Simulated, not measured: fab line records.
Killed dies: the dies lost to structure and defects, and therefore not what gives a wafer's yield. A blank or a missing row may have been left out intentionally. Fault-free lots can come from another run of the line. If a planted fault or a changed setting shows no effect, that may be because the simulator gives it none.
fab line records | flow n5Finfet
record lots=5 wafers=15 lastDay=16
route steps=1938 shown BEOL_M15@1803
lots with no fault: from the same line, run without faults
startH: start of the lot's first displayed wafer, in hours after the record's first day | waitH: hours from the lot's prior step to this one | " same as the row above | L1.1+2: a single row standing in for several wafers | - no value, or no start given | * or withheld: withheld | < > ~ a bound
route shown NAME@n: a module of which the file shows steps, and the number in the route of the first | usual: mean/standard deviation taken from wafers without a fault | same: alike in all rows | chamber/n: place in a boat | sites: per-site readings | _std_site: the standard deviation of these | _edge_site: the outer-site mean with the inner-site mean subtracted | radiusMm: for every site, how far away it sits from the centre of the wafer | mask NAME#n: copy n | behind: the tool/chamber that last shaped the wafer | hold: why the lot was held/for how many hours/how that ended | device: transistor that didn't switch, given as n, p or np | end of line: tests run on the same wafers once the route is complete | step lacking rows: just its recipe | killed: dies that structure and defects cost at the first sort, which is not the same as the wafer's yield | map: a wafer's dies, x killed, . not, _ none there
set.NAME: setting as actually run; set.NAME@STEP: the setting as run at that earlier step | model.NAME: the simulator's own value behind a step, which no gauge read
lots at selected steps of the route; one table per step, one row per wafer
services: a tool's chamber out of use, with start hour (startH, from the record's first day; less than 0 if before it), hours out, and reason
## steps
# step N5_BEOL_M15_HARDBAKE_32
# recipe tempC=130 timeS=120
# usual heaterPowerTotalW=148.1/0.83
# columns lot.wafer tool chamber startH waitH heaterPowerTotalW
L074.2 lithoTrack-04 0 - - 148.4
L074.4 " 0 " " 147.3
L074.5 " 0 " " 146.2
L077.1 lithoTrack-03 0 - - 149.3
L077.4 " 0 " " 148.5
L077.5 " 0 " " 148.9
L086.1 lithoTrack-01 0 - - 148.2
L086.4 " 0 " " 147.9
L086.5 " 0 " " 148.6
L089.2 lithoTrack-03 0 - - 148.3
L089.4 " 0 " " 148.3
L089.6 " 0 " " 147.2
L093.1 lithoTrack-01 0 - - 146.9
L093.3 " 0 " " 149.2
L093.6 " 0 " " 147.6
# step N5_BEOL_M15_CD_MEAS_28
# recipe targetCdNm=407.6 landingEnergyEv=500 detector=seInlens
# usual cdNm=409.8/2.2
# columns lot.wafer tool chamber startH waitH cdNm
L074.2 cdSem-02 0 245.49 - 408.4
L074.4 " 0 " " 412.2
L074.5 " 0 " " 409.3
L077.1 cdSem-01 0 265.01 - 413.6
L077.4 " 0 " " 407.8
L077.5 " 0 " " 409.3
L086.1 cdSem-02 0 336.86 - 408.6
L086.4 " 0 " " 408.4
L086.5 " 0 " " 412.3
L089.2 cdSem-01 0 357.20 - 411.5
L089.4 " 0 " " 413.3
L089.6 " 0 " " 414.7
L093.1 cdSem-03 0 363.95 - 409.0
L093.3 " 0 " " 407.4
L093.6 " 0 " " 410.1
# step N5_BEOL_M15_OVL_MEAS_29
# recipe pointsPerWafer=44
# usual M15_OVL=-3/5.2
# same pointsPerWafer=44
# columns lot.wafer tool chamber startH waitH M15_OVL[nm]
L074.2 overlay-01 0 245.52 0.0 -7
L074.4 " 0 " " -10
L074.5 " 0 " " -3
L077.1 overlay-01 0 265.04 0.0 1
L077.4 " 0 " " 8
L077.5 " 0 " " 2
L086.1 overlay-02 0 336.89 0.0 -9
L086.4 " 0 " " -8
L086.5 " 0 " " -3
L089.2 overlay-01 0 357.23 0.0 -5
L089.4 " 0 " " 5
L089.6 " 0 " " 5
L093.1 overlay-02 0 363.98 0.0 -6
L093.3 " 0 " " -10
L093.6 " 0 " " -10
# step N5_BEOL_M15_INSPECT_30
# recipe mode=adi inspectInstrument=macro
# usual rawDefectCount=2.0/1.4
# columns lot.wafer tool chamber startH waitH rawDefectCount
L074.2 defectInspect-01 - 245.55 0.0 0
L074.4 " - " " 3
L074.5 " - " " 3
L077.1 defectInspect-01 - 265.07 0.0 2
L077.4 " - " " 0
L077.5 " - " " 2
L086.1 defectInspect-01 - 336.91 0.0 2
L086.4 " - " " 3
L086.5 " - " " 2
L089.2 defectInspect-01 - 357.25 0.0 1
L089.4 " - " " 5
L089.6 " - " " 2
L093.1 defectInspect-01 - 364.01 0.0 4
L093.3 " - " " 1
L093.6 " - " " 1
# step N5_BEOL_M15_DESCUM_33
# recipe chemistry=O2 timeS=7.9 sourcePowerW=50 biasPowerW=20 pressureMtorr=20 rfFrequencyHz=2.712e+07 tempC=40 o2FlowSccm=225
# usual drypumpMotorCurrentA=5.7/0.55 oesProductAu=0.81/0.077 rfVppV=242.7/1.2 showerheadPlenumPTorr=2.06/0.054 throttleValvePct=20.27/0.28
# columns lot.wafer tool chamber startH waitH drypumpMotorCurrentA oesProductAu rfHoursCounterH rfVppV showerheadPlenumPTorr throttleValvePct
L074.2 rieDiel-05 2 245.65 0.1 5.7 0.83 67 243.5 2.10 19.93
L074.4 " 1 " " 5.4 0.79 73 243.3 2.10 20.04
L074.5 " 0 " " 6.4 0.77 - 241.2 2.02 20.56
L077.1 rieDiel-05 3 265.10 0.0 5.5 0.92 38 244.7 2.12 20.33
L077.4 " 2 " " 5.7 0.83 73 244.3 2.10 19.96
L077.5 " 0 " " 6.4 0.77 - 241.9 2.02 20.60
L086.1 rieDiel-01 1 336.95 0.0 5.7 0.90 25 244.1 2.22 20.11
L086.4 " 0 " " 6.0 0.69 206 241.3 2.09 20.77
L086.5 " 1 " " 5.7 0.91 - 244.8 2.22 20.10
L089.2 rieDiel-01 0 357.38 0.1 6.0 0.68 214 243.5 2.09 20.76
L089.4 " 1 " " 5.7 0.88 31 245.4 2.22 20.12
L089.6 " 0 " " 6.0 0.69 - 242.6 2.09 20.77
L093.1 rieDiel-05 0 364.16 0.1 6.4 0.74 155 239.1 2.01 20.63
L093.3 " 1 " " 5.4 0.77 102 244.3 2.09 20.06
L093.6 " 1 " " 5.4 0.77 - 242.6 2.09 20.09
# step N5_BEOL_M15_ETCH_61
# recipe chemistry=N2/H2 target=BARC targetDepthA=890 overetchA=267 timeS=67.9 ionEnergyEv=200 pressureMtorr=30 sourceW=840 biasW=150 n2FlowSccm=200 h2FlowSccm=200
# usual drypumpMotorCurrentA=5.8/0.55 oesProductAu=0.69/0.059 rfVppV=523.3/2.1 showerheadPlenumPTorr=2.52/0.065 throttleValvePct=17.83/0.25
# columns lot.wafer tool chamber startH waitH drypumpMotorCurrentA oesProductAu rfHoursCounterH rfVppV showerheadPlenumPTorr throttleValvePct
L074.2 rieDiel-05 2 245.69 0.0 5.7 0.73 67 525.2 2.57 17.54
L074.4 " 1 " " 5.4 0.68 73 524.9 2.56 17.49
L074.5 " 0 " " 6.4 0.65 - 521.9 2.47 18.15
L077.1 rieDiel-05 3 265.14 0.0 5.5 0.76 38 525.4 2.62 18.00
L077.4 " 2 " " 5.7 0.71 73 525.3 2.57 17.54
L077.5 " 0 " " 6.4 0.64 - 521.9 2.46 18.17
L086.1 rieDiel-01 1 336.98 0.0 5.7 0.76 25 528.9 2.69 17.56
L086.4 " 0 " " 6.0 0.61 206 524.0 2.50 17.98
L086.5 " 1 " " 5.7 0.77 - 528.5 2.69 17.55
L089.2 rieDiel-01 0 357.41 0.0 6.1 0.60 214 523.7 2.50 17.99
L089.4 " 1 " " 5.7 0.76 31 528.6 2.69 17.56
L089.6 " 0 " " 6.0 0.61 - 524.5 2.50 17.98
L093.1 rieDiel-05 0 364.19 0.0 6.4 0.63 155 520.8 2.45 18.23
L093.3 " 1 " " 5.4 0.66 102 525.1 2.55 17.54
L093.6 " 1 " " 5.4 0.67 - 524.7 2.55 17.56
# step N5_BEOL_M15_TRENCH_ETCH_34
# recipe chemistry=C4F8/O2/Ar target=SiO2 targetDepthA=8729.3 heInnerTorr=15 heOuterTorr=30 timeS=199 ionEnergyEv=800 pressureMtorr=20 sourceW=1905 biasW=2040 Ar_flow_sccm=400 C4F8_flow_sccm=16 O2_flow_sccm=12
# usual drypumpMotorCurrentA=5.8/0.55 heOuterTorr=30.01/0.059 oesProductAu=0.82/0.079 rfVppV=2208/53 showerheadPlenumPTorr=3.41/0.082 throttleValvePct=30.85/0.28
# columns lot.wafer tool chamber startH waitH drypumpMotorCurrentA heOuterTorr oesProductAu rfHoursCounterH rfVppV showerheadPlenumPTorr throttleValvePct
L074.2 rieDiel-05 2 245.74 0.0 5.7 30.04 0.86 67 2249 3.45 30.39
L074.4 " 1 " " 5.5 30.02 0.79 74 2213 3.49 30.70
L074.5 " 0 " " 6.4 29.95 0.76 - 2112 3.31 30.97
L077.1 rieDiel-05 3 265.19 0.0 5.5 30.02 0.93 38 2229 3.51 31.09
L077.4 " 2 " " 5.8 29.99 0.85 73 2249 3.45 30.39
L077.5 " 0 " " 6.4 30.02 0.76 - 2111 3.31 31.00
L086.1 rieDiel-01 1 337.03 0.0 5.7 30.10 0.90 25 2222 3.63 30.64
L086.4 " 0 " " 6.0 30.10 0.69 206 2279 3.40 31.03
L086.5 " 1 " " 5.7 30.05 0.91 - 2222 3.63 30.64
L089.2 rieDiel-01 0 357.46 0.0 6.1 29.99 0.69 214 2280 3.40 31.06
L089.4 " 1 " " 5.7 29.98 0.89 31 2222 3.63 30.66
L089.6 " 0 " " 6.0 30.02 0.70 - 2281 3.40 31.05
L093.1 rieDiel-05 0 364.24 0.0 6.4 29.98 0.74 155 2110 3.30 31.01
L093.3 " 1 " " 5.4 29.97 0.76 102 2209 3.47 30.73
L093.6 " 1 " " 5.4 30.04 0.76 - 2210 3.47 30.73
# step N5_BEOL_M15_STRIP_36
# recipe chemistry=O2 powerW=600 tempC=60 pressureMtorr=30 rfFrequencyHz=6e+07 biasPowerW=0 overashFraction=0.3 o2FlowSccm=225
# usual drypumpMotorCurrentA=5.7/0.57 oesProductAu=0.82/0.08 rfVppV=3.6/0.96 showerheadPlenumPTorr=2.07/0.054 throttleValvePct=16.52/0.27
# columns lot.wafer tool chamber startH waitH drypumpMotorCurrentA oesProductAu rfHoursCounterH rfVppV showerheadPlenumPTorr throttleValvePct
L074.2 rieDiel-03 2 246.80 0.9 5.2 0.69 222 5.2 2.08 16.92
L074.4 " 3 " " 6.4 0.86 45 2.7 2.02 16.05
L074.5 " 1 " " 4.7 0.88 - 4.3 2.04 16.67
L077.1 rieDiel-05 2 265.81 0.4 5.7 0.83 73 2.2 2.11 16.24
L077.4 " 3 " " 5.4 0.91 38 2.7 2.12 16.53
L077.5 " 1 " " 5.4 0.80 - 2.7 2.10 16.31
L086.1 rieDiel-03 0 337.75 0.5 6.5 0.91 30 3.0 2.03 16.35
L086.4 " 2 " " 5.2 0.69 247 4.2 2.07 16.93
L086.5 " 0 " " 6.6 0.91 - 3.9 2.03 16.32
L089.2 rieDiel-05 0 358.29 0.6 6.4 0.74 153 3.1 2.01 16.87
L089.4 " 2 " " 5.8 0.79 102 4.1 2.09 16.26
L089.6 " 0 " " 6.4 0.75 - 3.4 2.01 16.90
L093.1 rieDiel-03 3 364.47 0.0 6.4 0.81 79 2.3 2.01 16.13
L093.3 " 1 " " 4.7 0.81 86 4.4 2.02 16.74
L093.6 " 1 " " 4.7 0.83 - 2.9 2.02 16.77
# step N5_BEOL_M15_STRIP_62
# recipe chemistry=O2 powerW=600 tempC=60 pressureMtorr=30 rfFrequencyHz=6e+07 biasPowerW=0 overashFraction=0.3 o2FlowSccm=225
# usual drypumpMotorCurrentA=5.7/0.57 oesProductAu=0.82/0.079 rfVppV=3.6/0.49 showerheadPlenumPTorr=2.07/0.054 throttleValvePct=16.52/0.27
# columns lot.wafer tool chamber startH waitH drypumpMotorCurrentA oesProductAu rfHoursCounterH rfVppV showerheadPlenumPTorr throttleValvePct
L074.2 rieDiel-03 2 - - 5.2 0.70 222 3.8 2.08 16.92
L074.4 " 3 " " 6.4 0.86 45 4.1 2.02 16.07
L074.5 " 1 " " 4.7 0.88 - 3.3 2.04 16.70
L077.1 rieDiel-05 2 - - 5.7 0.83 73 4.0 2.11 16.21
L077.4 " 3 " " 5.5 0.91 38 3.2 2.12 16.52
L077.5 " 1 " " 5.4 0.79 - 4.1 2.10 16.32
L086.1 rieDiel-03 0 - - 6.5 0.90 30 3.1 2.03 16.36
L086.4 " 2 " " 5.2 0.69 247 3.3 2.07 16.96
L086.5 " 0 " " 6.5 0.90 - 3.6 2.03 16.34
L089.2 rieDiel-05 0 - - 6.4 0.74 153 4.3 2.01 16.87
L089.4 " 2 " " 5.7 0.80 102 4.3 2.10 16.26
L089.6 " 0 " " 6.4 0.74 - 3.4 2.01 16.88
L093.1 rieDiel-03 3 - - 6.4 0.82 79 3.2 2.01 16.12
L093.3 " 1 " " 4.7 0.84 86 3.8 2.02 16.76
L093.6 " 1 " " 4.7 0.83 - 3.8 2.03 16.76
# step N5_BEOL_M15_STRIP_37
# recipe chemistry=O2 powerW=600 tempC=60 pressureMtorr=30 rfFrequencyHz=6e+07 biasPowerW=0 overashFraction=0.3 o2FlowSccm=225
# usual drypumpMotorCurrentA=5.7/0.57 oesProductAu=0.82/0.08 rfVppV=3.7/0.67 showerheadPlenumPTorr=2.07/0.054 throttleValvePct=16.52/0.26
# columns lot.wafer tool chamber startH waitH drypumpMotorCurrentA oesProductAu rfHoursCounterH rfVppV showerheadPlenumPTorr throttleValvePct
L074.2 rieDiel-03 2 - - 5.2 0.72 222 3.8 2.08 16.93
L074.4 " 3 " " 6.4 0.86 45 3.3 2.02 16.07
L074.5 " 1 " " 4.7 0.88 - 3.6 2.04 16.69
L077.1 rieDiel-05 2 - - 5.7 0.84 73 3.1 2.11 16.20
L077.4 " 3 " " 5.5 0.92 38 4.0 2.12 16.53
L077.5 " 1 " " 5.4 0.80 - 2.8 2.10 16.32
L086.1 rieDiel-03 0 - - 6.5 0.91 30 3.3 2.03 16.38
L086.4 " 2 " " 5.2 0.69 247 3.4 2.07 16.94
L086.5 " 0 " " 6.5 0.90 - 3.8 2.03 16.35
L089.2 rieDiel-05 0 - - 6.4 0.76 153 3.9 2.01 16.86
L089.4 " 2 " " 5.8 0.81 102 3.1 2.10 16.26
L089.6 " 0 " " 6.4 0.76 - 3.9 2.01 16.86
L093.1 rieDiel-03 3 - - 6.4 0.82 79 3.6 2.01 16.12
L093.3 " 1 " " 4.7 0.83 86 3.4 2.02 16.77
L093.6 " 1 " " 4.7 0.82 - 2.8 2.03 16.76
# step N5_BEOL_M15_ETCH_38
# recipe chemistry=CF4/N2 target=SiCN targetDepthA=1064 taperDeg=2 timeS=120.5 ionEnergyEv=150 maskMaterial=SiO2 pressureMtorr=40 sourceW=430 biasW=70 Ar_flow_sccm=100 cf4FlowSccm=60 n2FlowSccm=60
# usual drypumpMotorCurrentA=5.7/0.57 oesProductAu=0.83/0.085 rfVppV=381.8/1.5 showerheadPlenumPTorr=2.19/0.052 throttleValvePct=15.35/0.23
# columns lot.wafer tool chamber startH waitH drypumpMotorCurrentA oesProductAu rfHoursCounterH rfVppV showerheadPlenumPTorr throttleValvePct
L074.2 rieDiel-03 2 - - 5.2 0.72 222 381.5 2.18 15.66
L074.4 " 3 " " 6.4 0.91 45 379.1 2.16 15.00
L074.5 " 1 " " 4.7 0.86 - 380.5 2.16 15.57
L077.1 rieDiel-05 2 - - 5.8 0.82 73 383.3 2.21 14.97
L077.4 " 3 " " 5.5 0.93 38 383.3 2.26 15.36
L077.5 " 1 " " 5.4 0.79 - 383.2 2.23 15.19
L086.1 rieDiel-03 0 - - 6.6 0.90 30 382.1 2.18 15.32
L086.4 " 2 " " 5.2 0.70 247 382.4 2.18 15.71
L086.5 " 0 " " 6.6 0.90 - 380.6 2.18 15.33
L089.2 rieDiel-05 0 - - 6.4 0.75 153 380.2 2.12 15.62
L089.4 " 2 " " 5.7 0.78 102 382.4 2.20 15.03
L089.6 " 0 " " 6.4 0.75 - 380.4 2.12 15.61
L093.1 rieDiel-03 3 - - 6.4 0.86 79 381.3 2.15 15.07
L093.3 " 1 " " 4.7 0.83 86 379.8 2.15 15.62
L093.6 " 1 " " 4.7 0.83 - 382.4 2.15 15.63
# step N5_BEOL_M15_PRECLEAN_39
# recipe chemistry=residueRemover timeS=60 tempC=40
# columns lot.wafer tool chamber startH waitH
L074.2+4+5 wetBench-03 0,3,1 247.07 -
L077.1+4+5 wetBench-03 3,0,6 266.08 -
L086.1+4+5 wetBench-01 4,2,3 338.03 -
L089.2+4+6 wetBench-05 2,7,4 358.56 -
L093.1+3+6 wetBench-05 2,4,7 364.74 -
# step N5_BEOL_M15_SRD_40
# recipe timeS=30 tempC=23 rinseLiquid=diw dry=n2Spin spinRpm=1500 dryTimeS=30
# columns lot.wafer tool chamber startH waitH
L074.2+4+5 wetBench-03 0,3,1 247.09 0.0
L077.1+4+5 wetBench-03 3,0,6 266.10 0.0
L086.1+4+5 wetBench-01 4,2,3 338.05 0.0
L089.2+4+6 wetBench-05 2,7,4 358.58 0.0
L093.1+3+6 wetBench-05 2,4,7 364.76 0.0
# step N5_BEOL_M15_DEGAS_41
# recipe ambient=vacuum tempC=300 timeS=60
# usual heaterPowerW=459/44 susceptorTempC=299.98/0.21
# columns lot.wafer tool chamber startH waitH heaterPowerW susceptorTempC
L074.2 pvdSputter-01 - 247.70 0.6 461 299.86
L074.4 " - " " 495 299.99
L074.5 " - " " 491 300.12
L077.1 pvdSputter-03 - 266.45 0.3 459 300.22
L077.4 " - " " 447 300.17
L077.5 " - " " 501 299.93
L086.1 pvdSputter-03 - 338.23 0.2 388 300.11
L086.4 " - " " 441 299.85
L086.5 " - " " 388 299.88
L089.2 pvdSputter-01 - 359.01 0.4 482 300.20
L089.4 " - " " 492 299.86
L089.6 " - " " 487 299.68
L093.1 pvdSputter-02 - 364.96 0.2 418 300.24
L093.3 " - " " 354 300.26
L093.6 " - " " 470 299.59
# step N5_BEOL_M15_PRE_CLEAN_42
# recipe gas=H2/He timeS=30 tempC=300
# usual heaterPowerW=457/44 susceptorTempC=300.02/0.19
# columns lot.wafer tool chamber startH waitH heaterPowerW susceptorTempC
L074.2 pvdSputter-01 - 247.74 0.0 484 299.88
L074.4 " - " " 487 300.07
L074.5 " - " " 492 300.15
L077.1 pvdSputter-03 - 266.49 0.0 457 299.99
L077.4 " - " " 447 299.56
L077.5 " - " " 508 300.22
L086.1 pvdSputter-03 - 338.27 0.0 400 300.27
L086.4 " - " " 436 299.89
L086.5 " - " " 395 300.12
L089.2 pvdSputter-01 - 359.05 0.0 479 299.93
L089.4 " - " " 496 299.98
L089.6 " - " " 491 300.16
L093.1 pvdSputter-02 - 365.00 0.0 411 300.14
L093.3 " - " " 356 299.90
L093.6 " - " " 469 300.25
# step N5_BEOL_M15_SPUTTER_43
# recipe material=TaN targetThkA=150 tempC=50 biasV=168.6 powerW=15000 chamberPressurePa=0.12 timeS=24.19
# usual substrateTempC=49.99/0.12 susceptorTempC=49.99/0.11 throttleValvePct=29.7/1.1
# columns lot.wafer tool chamber startH waitH substrateTempC susceptorTempC throttleValvePct
L074.2 pvdSputter-01 - 247.78 0.0 49.97 49.96 30.5
L074.4 " - " " 50.24 49.90 30.5
L074.5 " - " " 49.90 49.89 28.1
L077.1 pvdSputter-03 - 266.53 0.0 50.04 50.06 30.1
L077.4 " - " " 50.04 49.94 29.4
L077.5 " - " " 49.99 49.83 28.9
L086.1 pvdSputter-03 - 338.31 0.0 50.01 49.81 27.6
L086.4 " - " " 49.99 50.19 29.4
L086.5 " - " " 50.14 49.88 27.5
L089.2 pvdSputter-01 - 359.09 0.0 49.99 50.18 30.3
L089.4 " - " " 50.03 49.92 28.3
L089.6 " - " " 50.15 49.89 30.4
L093.1 pvdSputter-02 - 365.04 0.0 49.99 50.14 30.7
L093.3 " - " " 49.82 49.96 30.1
L093.6 " - " " 50.04 50.03 29.3
# step N5_BEOL_M15_SPUTTER_44
# recipe material=Ta targetThkA=150 tempC=50 biasV=80 powerW=15000 chamberPressurePa=0.07 timeS=24.19
# usual substrateTempC=50.00/0.12 susceptorTempC=49.98/0.11 throttleValvePct=29.8/1.1
# columns lot.wafer tool chamber startH waitH substrateTempC susceptorTempC throttleValvePct
L074.2 pvdSputter-01 - 247.86 0.0 50.00 50.01 30.2
L074.4 " - " " 49.87 50.00 30.8
L074.5 " - " " 49.96 49.87 28.3
L077.1 pvdSputter-03 - 266.61 0.0 50.17 50.05 30.2
L077.4 " - " " 50.12 49.87 29.7
L077.5 " - " " 50.14 50.16 29.3
L086.1 pvdSputter-03 - 338.39 0.0 50.05 49.93 27.7
L086.4 " - " " 50.01 50.00 29.5
L086.5 " - " " 49.71 49.92 27.6
L089.2 pvdSputter-01 - 359.17 0.0 49.96 49.90 30.3
L089.4 " - " " 50.05 49.99 28.1
L089.6 " - " " 50.03 50.03 30.7
L093.1 pvdSputter-02 - 365.12 0.0 49.81 49.94 30.6
L093.3 " - " " 50.25 50.18 30.1
L093.6 " - " " 50.06 49.73 29.0
# step N5_BEOL_M15_SPUTTER_45
# recipe material=Cu targetThkA=1000 tempC=-20 biasV=60 powerW=26000 chamberPressurePa=0.13 timeS=16.67
# usual substrateTempC=-20.00/0.1 susceptorTempC=-20.00/0.11 throttleValvePct=29.7/1.1
# columns lot.wafer tool chamber startH waitH substrateTempC susceptorTempC throttleValvePct
L074.2 pvdSputter-01 - 247.94 0.0 -19.92 -20.01 30.2
L074.4 " - " " -19.94 -20.09 30.3
L074.5 " - " " -20.03 -20.00 28.4
L077.1 pvdSputter-03 - 266.69 0.0 -19.93 -19.96 30.4
L077.4 " - " " -20.10 -20.03 29.3
L077.5 " - " " -20.12 -20.10 29.1
L086.1 pvdSputter-03 - 338.47 0.0 -19.87 -20.01 27.6
L086.4 " - " " -19.87 -20.04 29.6
L086.5 " - " " -19.93 -19.91 27.7
L089.2 pvdSputter-01 - 359.25 0.0 -19.93 -19.99 30.4
L089.4 " - " " -20.15 -20.24 27.9
L089.6 " - " " -19.96 -19.89 30.4
L093.1 pvdSputter-02 - 365.20 0.0 -19.94 -19.92 30.5
L093.3 " - " " -20.00 -20.06 30.3
L093.6 " - " " -19.99 -19.94 29.1
# step N5_BEOL_M15_ECD_47
# recipe material=Cu targetThkA=18600
# columns lot.wafer tool chamber startH waitH
L074.2+4+5 ecdCu-01 0,1,0 248.05 0.1
L077.1+4+5 ecdCu-01 1 266.81 0.1
L086.1+4+5 ecdCu-01 0 338.60 0.1
L089.2+4+6 ecdCu-02 0,1,1 359.37 0.1
L093.1+3+6 ecdCu-02 0 365.32 0.1
# step N5_BEOL_M15_ANNEAL_48
# recipe tempC=225 timeS=90 ambient=N2
# usual wafer_temp_C_max=226.5/0.33
# columns lot.wafer tool chamber startH waitH wafer_temp_C_max
L074.2 rtpAnneal-02 0 248.39 0.3 226.8
L074.4 " 0 " " 226.5
L074.5 " 0 " " 227.3
L077.1 rtpAnneal-01 0 267.05 0.2 227.1
L077.4 " 0 " " 226.3
L077.5 " 0 " " 226.1
L086.1 rtpAnneal-02 0 338.89 0.2 227.1
L086.4 " 0 " " 226.7
L086.5 " 0 " " 227.1
L089.2 rtpAnneal-02 0 359.65 0.2 227.1
L089.4 " 0 " " 226.3
L089.6 " 0 " " 226.6
L093.1 rtpAnneal-02 0 365.56 0.2 226.0
L093.3 " 0 " " 225.9
L093.6 " 0 " " 225.7
# step N5_BEOL_M15_CMP_49
# recipe stopOn=SiO2 tOverpolishS=4.9 downForcePsi=2 platenRpm=80 clearingPlatenDownForcePsi=2 clearingPlatenRpm=80 postCmpClean=cuAlkaline targetThkNm=850 clearingPlatenPadVelocityMS=1.5917 padVelocityMS=1.5917
# usual barrierFieldEndpointS=11.60/0.29 motorCurrentA=8.0/0.55 overpolishRunS=4.899/0.0089
# columns lot.wafer tool chamber startH waitH barrierFieldEndpointS motorCurrentA overpolishRunS
L074.2 cmp-04 3 248.88 0.4 11.75 8.2 4.896
L074.4 " 2 " " 11.40 8.0 4.908
L074.5 " 0 " " 11.68 7.0 4.890
L077.1 cmp-04 2 267.35 0.3 11.54 8.0 4.893
L077.4 " 0 " " 11.92 7.2 4.900
L077.5 " 2 " " 11.76 8.0 4.906
L086.4 cmp-04 3 339.19 0.1 11.86 8.0 4.882
L086.1 " 0 " " 11.46 7.5 4.892
L086.5 " 0 " " 11.60 7.4 4.897
L089.2 cmp-02 0 359.94 0.2 11.54 8.6 4.907
L089.4 " 2 " " 11.60 8.5 4.893
L089.6 " 0 " " 11.07 8.4 4.898
L093.3 cmp-04 0 365.91 0.2 11.62 7.4 4.891
L093.1 " 2 " " 11.31 8.1 4.887
L093.6 " 0 " " 11.73 7.1 4.887
# step N5_BEOL_M15_THK_MEAS_50
# recipe thkMeasGauge=xrf reads=Cu_of_BEOL_M15_ECD_47
# usual M15_THK=863/28
# columns lot.wafer tool chamber startH waitH M15_THK[nm]
L074.2 filmMetro-02 - 249.17 - 869
L074.4 " - " " 831
L074.5 " - " " 874
L077.1 filmMetro-02 - 267.64 - 908
L077.4 " - " " 866
L077.5 " - " " 868
L086.1 filmMetro-01 - 339.48 - 869
L086.4 " - " " 821
L086.5 " - " " 879
L089.2 filmMetro-02 - 360.20 - 831
L089.4 " - " " 875
L089.6 " - " " 833
L093.1 filmMetro-02 - 366.17 - 885
L093.3 " - " " 838
L093.6 " - " " 830
# step N5_BEOL_M15_PRE_CLEAN_52
# recipe gas=NH3 timeS=15 tempC=withheld rfPowerW=300
# columns lot.wafer tool chamber startH waitH
L074.2+4+5 pecvd-02 1,0,2 249.21 0.0
L077.1+4+5 pecvd-04 1,1,0 267.68 0.0
L086.1+4+5 pecvd-04 2,0,2 339.52 0.0
L089.2+4+6 pecvd-02 1,2,1 360.24 0.0
L093.1+3+6 pecvd-04 0,1,0 366.20 0.0
# step N5_BEOL_M15_DEP_53
# recipe material=SiCN targetThkA=500 tempC=withheld precursor=3MS/NH3 pressureTorr=3 rfW=675 timeS=17.8
# usual showerheadPlenumPTorr=4.158/0.027 throttleValvePct=18.0/1.4
# columns lot.wafer tool chamber startH waitH showerheadPlenumPTorr throttleValvePct
L074.2 pecvd-02 1 249.23 0.0 4.204 20.8
L074.4 " 0 " " 4.166 17.0
L074.5 " 2 " " 4.133 16.9
L077.1 pecvd-04 1 267.71 0.0 4.176 18.2
L077.4 " 1 " " 4.182 18.0
L077.5 " 0 " " 4.146 17.0
L086.1 pecvd-04 2 339.55 0.0 4.154 18.1
L086.4 " 0 " " 4.134 16.9
L086.5 " 2 " " 4.163 18.1
L089.2 pecvd-02 1 360.26 0.0 4.202 20.7
L089.4 " 2 " " 4.129 17.2
L089.6 " 1 " " 4.185 20.6
L093.1 pecvd-04 0 366.23 0.0 4.137 17.1
L093.3 " 1 " " 4.173 18.1
L093.6 " 0 " " 4.137 16.9
# step N5_BEOL_M15_RS_MEAS_54
# recipe thkMeasGauge=four-point-probe reads=Cu_of_BEOL_M15_ECD_47+Ta_of_BEOL_M15_SPUTTER_44+TaN_of_BEOL_M15_SPUTTER_43
# usual M15_RS=0.0214/0.0007
# columns lot.wafer tool chamber startH waitH M15_RS[ohm/sq]
L074.2 filmMetro-01 - 249.30 0.1 0.0213
L074.4 " - " " 0.0223
L074.5 " - " " 0.0212
L077.1 filmMetro-02 - 267.79 0.1 0.0203
L077.4 " - " " 0.0214
L077.5 " - " " 0.0212
L086.1 filmMetro-02 - 339.61 0.0 0.0210
L086.4 " - " " 0.0223
L086.5 " - " " 0.0209
L089.2 filmMetro-01 - 360.33 0.1 0.0222
L089.4 " - " " 0.0210
L089.6 " - " " 0.0222
L093.1 filmMetro-02 - 366.30 0.0 0.0211
L093.3 " - " " 0.0224
L093.6 " - " " 0.0225
# step N5_BEOL_M15_INSPECT_55
# recipe inspectInstrument=darkfield mode=postDep
# usual rawDefectCount=78/27
# columns lot.wafer tool chamber startH waitH rawDefectCount
L074.2 defectInspect-02 - 249.33 0.0 61
L074.4 " - " " 76
L074.5 " - " " 84
L077.1 defectInspect-02 - 267.81 0.0 77
L077.4 " - " " 80
L077.5 " - " " 62
L086.1 defectInspect-02 - 339.64 0.0 93
L086.4 " - " " 69
L086.5 " - " " 83
L089.2 defectInspect-02 - 360.36 0.0 98
L089.4 " - " " 90
L089.6 " - " " 73
L093.1 defectInspect-01 - 366.35 0.1 81
L093.3 " - " " 69
L093.6 " - " " 81
## services
# columns tool chamber startH hours kind
wetBench-05 - 222.32 9.4 repair
rieDiel-05 1 223.62 5.1 repair
cmp-02 - 223.84 3.7 repair
pecvd-04 0 230.12 17.9 repair
cmp-04 - 231.92 0.6 repair
ecdCu-02 - 238.70 1.3 repair
rieDiel-01 3 248.54 4.6 repair
rtpAnneal-01 - 255.36 3.8 pm
cmp-04 - 271.38 4.0 pm
rieDiel-03 - 271.79 0.6 repair
pvdSputter-03 - 277.53 2.1 repair
cmp-02 - 287.59 5.1 pm
ecdCu-02 - 289.80 27.8 repair
cmp-02 - 295.00 0.6 repair
ecdCu-01 - 307.92 0.7 repair
rieDiel-05 2 312.96 1.2 repair
cmp-04 - 313.35 0.6 repair
pecvd-04 1 317.12 3.5 repair
rieDiel-05 0 325.26 13.9 repair
cmp-02 - 329.55 0.3 repair
rieDiel-05 1 332.19 21.8 repair
rtpAnneal-02 - 345.48 2.7 pm
rieDiel-01 1 350.76 4.5 repair
rieDiel-03 3 355.96 5.1 repair
## key
fault none
